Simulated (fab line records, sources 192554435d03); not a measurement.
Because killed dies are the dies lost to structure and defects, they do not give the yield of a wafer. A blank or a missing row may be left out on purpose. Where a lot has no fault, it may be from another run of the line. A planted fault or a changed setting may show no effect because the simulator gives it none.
Split-lot trial || flow n5 finfet || on a route of 1938 steps: 7 lots, 21 wafers read

ON THE SPLIT
At N5_SDB_COAT_04 (time 60 s, resist thk 18 nm), the setting spin rpm was moved away from the recipe's 1500 rpm on 9 of the 21 wafers read, by -9.3% to +6.5%. All remaining wafers had this setting at the recipe value.

FROM THE SPLIT TO THE READING: what the file shows between them, 5 steps
- N5_SDB_EXPOSE_08: exposes mask SDB (also split here: dose mj)
- N5_SDB_PEB_09: peb time 60 s
- N5_SDB_DEVELOP_10: develop time 30 s
- N5_SDB_CD_MEAS_11: target cd 50 nm
- N5_SDB_DESCUM_16: chemistry O2, time 7.9 s

THE READING
etch.depth nm (the simulator's own value, which no gauge read), in nm, at N5_SDB_ETCH_17 (etches SiARC in CF4, target depth 23.4 nm, time 39 s). No usual value for it is given in the file. Here, 12 wafers ran the recipe; their average is 18.02 nm with a standard deviation of 0.042 nm.

{"wafer": "L074.2", "tool, chamber at the split": "litho track-05, 0", "spin rpm as run, rpm": 1500, "against the recipe": "recipe", "etch.depth nm, nm": 18.07, "against lot-mates on the recipe": "-"}
{"wafer": "L074.3", "tool, chamber at the split": "litho track-05, 0", "spin rpm as run, rpm": 1500, "against the recipe": "recipe", "etch.depth nm, nm": 18.12, "against lot-mates on the recipe": "-"}
{"wafer": "L074.4", "tool, chamber at the split": "litho track-05, 0", "spin rpm as run, rpm": 1500, "against the recipe": "recipe", "etch.depth nm, nm": 18.06, "against lot-mates on the recipe": "-"}
{"wafer": "L078.2", "tool, chamber at the split": "litho track-05, 0", "spin rpm as run, rpm": 1500, "against the recipe": "recipe", "etch.depth nm, nm": 17.98, "against lot-mates on the recipe": "-"}
{"wafer": "L078.3", "tool, chamber at the split": "litho track-05, 0", "spin rpm as run, rpm": 1500, "against the recipe": "recipe", "etch.depth nm, nm": 18, "against lot-mates on the recipe": "-"}
{"wafer": "L078.5", "tool, chamber at the split": "litho track-05, 0", "spin rpm as run, rpm": 1500, "against the recipe": "recipe", "etch.depth nm, nm": 18, "against lot-mates on the recipe": "-"}
{"wafer": "L081.1", "tool, chamber at the split": "litho track-03, 0", "spin rpm as run, rpm": 1500, "against the recipe": "recipe", "etch.depth nm, nm": 17.98, "against lot-mates on the recipe": "-"}
{"wafer": "L081.3", "tool, chamber at the split": "litho track-03, 0", "spin rpm as run, rpm": 1598, "against the recipe": "+6.5%", "etch.depth nm, nm": 17.42, "against lot-mates on the recipe": -0.56}
{"wafer": "L081.4", "tool, chamber at the split": "litho track-03, 0", "spin rpm as run, rpm": 1598, "against the recipe": "+6.5%", "etch.depth nm, nm": 17.43, "against lot-mates on the recipe": -0.55}
{"wafer": "L084.1", "tool, chamber at the split": "litho track-03, 0", "spin rpm as run, rpm": 1445, "against the recipe": "-3.7%", "etch.depth nm, nm": 18.32, "against lot-mates on the recipe": "+0.34"}
{"wafer": "L084.2", "tool, chamber at the split": "litho track-03, 0", "spin rpm as run, rpm": 1500, "against the recipe": "recipe", "etch.depth nm, nm": 17.98, "against lot-mates on the recipe": "-"}
{"wafer": "L084.6", "tool, chamber at the split": "litho track-03, 0", "spin rpm as run, rpm": 1445, "against the recipe": "-3.7%", "etch.depth nm, nm": 18.31, "against lot-mates on the recipe": "+0.33"}
{"wafer": "L089.2", "tool, chamber at the split": "litho track-05, 0", "spin rpm as run, rpm": 1567, "against the recipe": "+4.5%", "etch.depth nm, nm": 17.6, "against lot-mates on the recipe": "no lot-mate on the recipe"}
{"wafer": "L089.4", "tool, chamber at the split": "litho track-05, 0", "spin rpm as run, rpm": 1567, "against the recipe": "+4.5%", "etch.depth nm, nm": 17.6, "against lot-mates on the recipe": "no lot-mate on the recipe"}
{"wafer": "L089.6", "tool, chamber at the split": "litho track-05, 0", "spin rpm as run, rpm": 1567, "against the recipe": "+4.5%", "etch.depth nm, nm": 17.57, "against lot-mates on the recipe": "no lot-mate on the recipe"}
{"wafer": "L091.2", "tool, chamber at the split": "litho track-05, 0", "spin rpm as run, rpm": 1360, "against the recipe": "-9.3%", "etch.depth nm, nm": 18.84, "against lot-mates on the recipe": "+0.82"}
{"wafer": "L091.3", "tool, chamber at the split": "litho track-05, 0", "spin rpm as run, rpm": 1500, "against the recipe": "recipe", "etch.depth nm, nm": 18.02, "against lot-mates on the recipe": "-"}
{"wafer": "L091.5", "tool, chamber at the split": "litho track-05, 0", "spin rpm as run, rpm": 1360, "against the recipe": "-9.3%", "etch.depth nm, nm": 18.86, "against lot-mates on the recipe": "+0.84"}
{"wafer": "L097.1", "tool, chamber at the split": "litho track-05, 0", "spin rpm as run, rpm": 1500, "against the recipe": "recipe", "etch.depth nm, nm": 18.04, "against lot-mates on the recipe": "-"}
{"wafer": "L097.5", "tool, chamber at the split": "litho track-05, 0", "spin rpm as run, rpm": 1500, "against the recipe": "recipe", "etch.depth nm, nm": 18.04, "against lot-mates on the recipe": "-"}
{"wafer": "L097.4", "tool, chamber at the split": "litho track-05, 0", "spin rpm as run, rpm": 1500, "against the recipe": "recipe", "etch.depth nm, nm": 17.99, "against lot-mates on the recipe": "-"}

FIT RESULTS
A straight line over all 21 wafers: etch.depth nm changes by -0.0901 nm for each +1% of spin rpm; r = -1.00; the points scatter about the line by 0.037 nm.
The same after taking each lot's own level away (the mean of its wafers on the recipe; 18 wafers): -0.0878 nm for each +1%; r = -1.00; scatter 0.018 nm.
The reading moves by 0.82 nm for the largest change in spin rpm, on that fit.
Across the lots, their own levels run from 17.980 to 18.083 nm, a range of 2.5 times the standard deviation given above.
Consequently the slope shifts little with the lot-to-lot level, the two slopes agreeing.
Check: with one of the wafers moved furthest among these (-9.3%) left out of the fit, the line predicts +0.826 nm for it against its lot-mates. It came out at +0.82 nm against them.

THE OTHER SPLITS THESE WAFERS WENT THROUGH
Other splits were also applied to these wafers ahead of the reading. Each is held against what the fit with the lots' levels taken away leaves over:
{"other split on the same wafers": "N5_DUMMY_GATE_EXPOSE_12 dose mj", "wafers away from the commonest value": 10, "r with etch.depth nm (lot level and that fit taken away)": -0.12}
{"other split on the same wafers": "N5_SD_EPI_P_COAT_35 spin rpm", "wafers away from the commonest value": 7, "r with etch.depth nm (lot level and that fit taken away)": -0.01}
{"other split on the same wafers": "N5_SDB_EXPOSE_08 dose mj", "wafers away from the commonest value": 9, "r with etch.depth nm (lot level and that fit taken away)": -0.20}

THE WHOLE CHAIN: every reading that the file lists as answering this split, in the file's order
{"step": "N5_SDB_COAT_04", "what it does": "time 60 s, resist thk 18 nm", "reading": "SiARC_of_SDB_COAT_04.thk nm (the simulator's own value, which no gauge read)", "change (the file's fit)": "-0.0897 nm for each +1% of the setting", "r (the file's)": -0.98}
{"step": "N5_SDB_ETCH_17", "what it does": "etches SiARC in CF4, target depth 23.4 nm, time 39 s", "reading": "etch.depth nm (the simulator's own value, which no gauge read)", "change (the file's fit)": "-0.0879 nm for each +1% of the setting", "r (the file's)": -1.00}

FILE'S OWN FIT
etch.depth nm changes by -0.0879 nm for each +1% of spin rpm, r = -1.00.
